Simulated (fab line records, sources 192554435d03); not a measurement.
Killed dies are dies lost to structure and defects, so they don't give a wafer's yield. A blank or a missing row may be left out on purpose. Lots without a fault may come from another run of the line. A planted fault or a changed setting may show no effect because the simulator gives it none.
Split-lot experiment | flow n5_finfet | 7 lots, 39 wafers read, on a route of 1938 steps

THE SPLIT
At N5_FIN_SAQP_SPACER2_ALD_28 (deposits SiO2, target thk 8.1 nm, pulse time 1 s, purge time 2 s), the setting target_thk_a was moved away from the recipe's 81 angstrom on 9 of the 39 wafers read, by -48.0% to +60.0%. The other wafers ran this setting at the recipe's value.

FROM THE SPLIT TO THE READING: what the file shows between them, 9 steps
- N5_FIN_SAQP_SPACER2_ETCHBACK_29: etches SiO2 in CHF3/O2, target depth 12.2 nm, time 6.1 s
- N5_FIN_SAQP_MANDREL2_REMOVE_60: chemistry HBr/Cl2/O2, target a-Si, stops on SiNx, bt time 10 s
- N5_FIN_SAQP_CD_MEAS_31: target cd 8 nm
- N5_FIN_SAQP_HM_OPEN_33: chemistry CH3F/O2, target SiNx, target depth 49.4 nm, time 70.6 s
- N5_FIN_SAQP_ETCH_34: etches SiO2 in C4F6/O2, target depth 45 nm, time 15 s
- N5_FIN_SAQP_STRIP_77: strips in N2/H2, time 90 s
- N5_FIN_SAQP_HM_CD_35: target cd 8 nm
- N5_FIN_SAQP_ETCH_64: etches SiO2 in CF4, target depth 1.5 nm
- N5_FIN_SAQP_FIN_ETCH_36: etches the open film in HBr/Cl2/O2, target depth 120 nm, time 50.4 s

THE READING
cd_nm, in nm, at N5_FIN_SAQP_CD_MEAS_37 (target cd 8 nm). Fault-free wafers of this fab line usually give 8.10 nm, standard deviation 0.23 nm.

wafer  | tool, chamber at the split | target_thk_a as run, angstrom | against the recipe | cd_nm, nm | against lot-mates on the recipe
L079.1 | ald_sin-03, 2,1,3          | 48.22                         | -40.5%             | 4.87      | -3.47
L079.2 | ald_sin-03, 3              | 81                            | recipe             | 8.35      | -
L079.3 | ald_sin-03, 0,2            | 81                            | recipe             | 8.07      | -
L079.4 | ald_sin-03, 2,1,3          | 48.22                         | -40.5%             | 5.46      | -2.88
L079.5 | ald_sin-03, 2,1,3          | 48.22                         | -40.5%             | 4.71      | -3.63
L079.6 | ald_sin-03, 0,2            | 81                            | recipe             | 8.61      | -
L080.1 | ald_sin-02, 0,3            | 129.6                         | +60.0%             | 13.08     | +5.09
L080.2 | ald_sin-02, 2,3            | 81                            | recipe             | 8.14      | -
L080.3 | ald_sin-02, 0,3            | 129.6                         | +60.0%             | 12.84     | +4.85
L080.4 | ald_sin-02, 1              | 129.6                         | +60.0%             | 12.94     | +4.95
L080.5 | ald_sin-02, 0              | 81                            | recipe             | 8.11      | -
L080.6 | ald_sin-02, 2,3            | 81                            | recipe             | 7.72      | -
L081.1 | ald_sin-03, 3,1,0,2,1,2    | 81                            | recipe             | 8.44      | -
L081.2 | ald_sin-03, 3,1,0,2,1,2    | 81                            | recipe             | 8.17      | -
L081.3 | ald_sin-03, 3,1,0,2,1,2    | 81                            | recipe             | 8.43      | -
L081.4 | ald_sin-03, 3,1,0,2,1,2    | 81                            | recipe             | 7.49      | -
L081.5 | ald_sin-03, 3,1,0,2,1,2    | 81                            | recipe             | 7.88      | -
L081.6 | ald_sin-03, 3,1,0,2,1,2    | 81                            | recipe             | 7.81      | -
L084.1 | ald_sin-01, 3,0,2,0        | 81                            | recipe             | 8.00      | -
L084.2 | ald_sin-01, 1              | 81                            | recipe             | 7.81      | -
L084.3 | ald_sin-01, 3,0,2,0        | 81                            | recipe             | 7.54      | -
L084.4 | ald_sin-01, 3,0,2,0        | 81                            | recipe             | 8.01      | -
L084.5 | ald_sin-01, 3,0,2,0        | 81                            | recipe             | 7.63      | -
L084.6 | ald_sin-01, 1              | 81                            | recipe             | 7.83      | -
L089.1 | ald_sin-02, 1,2,0,3,3,2    | 81                            | recipe             | 8.29      | -
L089.2 | ald_sin-02, 1,2,0,3,3,2    | 81                            | recipe             | 8.13      | -
L089.3 | ald_sin-02, 1,2,0,3,3,2    | 81                            | recipe             | 7.99      | -
L089.4 | ald_sin-02, 1,2,0,3,3,2    | 81                            | recipe             | 8.19      | -
L089.5 | ald_sin-02, 1,2,0,3,3,2    | 81                            | recipe             | 8.39      | -
L089.6 | ald_sin-02, 1,2,0,3,3,2    | 81                            | recipe             | 7.82      | -
L090.1 | ald_sin-03, 1,3,0          | 81                            | recipe             | 8.21      | -
L090.2 | ald_sin-03, 1,3,0          | 81                            | recipe             | 8.25      | -
L090.3 | ald_sin-03, 1,3,0          | 81                            | recipe             | 7.98      | -
L095.1 | ald_sin-01, 0,3,0          | 42.16                         | -48.0%             | 4.22      | -3.98
L095.2 | ald_sin-01, 2,2,3          | 81                            | recipe             | 8.20      | -
L095.3 | ald_sin-01, 0,3,0          | 42.16                         | -48.0%             | 4.07      | -4.13
L095.4 | ald_sin-01, 2,2,3          | 81                            | recipe             | 8.17      | -
L095.5 | ald_sin-01, 2,2,3          | 81                            | recipe             | 8.24      | -
L095.6 | ald_sin-01, 0,3,0          | 42.16                         | -48.0%             | 4.25      | -3.95
Where a row lists several chambers, the file gives one row for several wafers and doesn't say which wafer went through which chamber.

THE FIT
A straight line over all 39 wafers: cd_nm changes by +0.0801 nm for each +1% of target_thk_a; r = +0.99; the points scatter about the line by 0.27 nm.
The same after taking each lot's own level away (the mean of its wafers on the recipe; 39 wafers): +0.083 nm for each +1%; r = +0.99; scatter 0.22 nm.
On that fit, the largest move of target_thk_a shifts the reading by 5 nm.
The lots' own levels span 7.803 to 8.343 nm, that is 2.3 times the standard deviation above.
So the lot-to-lot level changes the slope little: the two slopes agree.
Check: with one of the wafers moved furthest among these (+60.0%) left out of the fit, the line predicts +4.95 nm for it against its lot-mates. It came out at +5.09 nm against them.

OTHER SPLITS ON THESE WAFERS
These wafers also went through other splits before the reading. Each is held against what the fit with the lots' levels taken away leaves over:
other split on the same wafers | wafers away from the commonest value | r with cd_nm (lot level and that fit taken away)
N5_ZERO_LAYER_PECVD_02 time_s  | 15                                   | +0.10

THE WHOLE CHAIN: every reading that the file lists as answering this split, in the file's order
step                           | what it does                                                      | reading                                                                                 | change (the file's fit)                | r (the file's)
N5_FIN_SAQP_SPACER2_ALD_28     | deposits SiO2, target thk 8.1 nm, pulse time 1 s, purge time 2 s  | SiO2_of_FIN_SAQP_SPACER2_ALD_28.thk_nm (the simulator's own value, which no gauge read) | +0.0816 nm for each +1% of the setting | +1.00
N5_FIN_SAQP_MANDREL2_REMOVE_60 | chemistry HBr/Cl2/O2, target a-Si, stops on SiNx, bt time 10 s    | FIN_SAQP.cd_nm (the simulator's own value, which no gauge read)                         | +0.083 nm for each +1% of the setting  | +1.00
N5_FIN_SAQP_CD_MEAS_31         | target cd 8 nm                                                    | cd_nm                                                                                   | +0.0821 nm for each +1% of the setting | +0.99
N5_FIN_SAQP_HM_OPEN_33         | chemistry CH3F/O2, target SiNx, target depth 49.4 nm, time 70.6 s | FIN_SAQP.cd_nm (the simulator's own value, which no gauge read)                         | +0.0818 nm for each +1% of the setting | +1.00
N5_FIN_SAQP_HM_CD_35           | target cd 8 nm                                                    | cd_nm                                                                                   | +0.0842 nm for each +1% of the setting | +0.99
N5_FIN_SAQP_ETCH_64            | etches SiO2 in CF4, target depth 1.5 nm                           | FIN_SAQP.cd_nm (the simulator's own value, which no gauge read)                         | +0.0843 nm for each +1% of the setting | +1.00
N5_FIN_SAQP_CD_MEAS_37         | target cd 8 nm                                                    | cd_nm                                                                                   | +0.0829 nm for each +1% of the setting | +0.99

THE FILE'S OWN FIT
cd_nm changes by +0.0829 nm for each +1% of target_thk_a, r = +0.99.
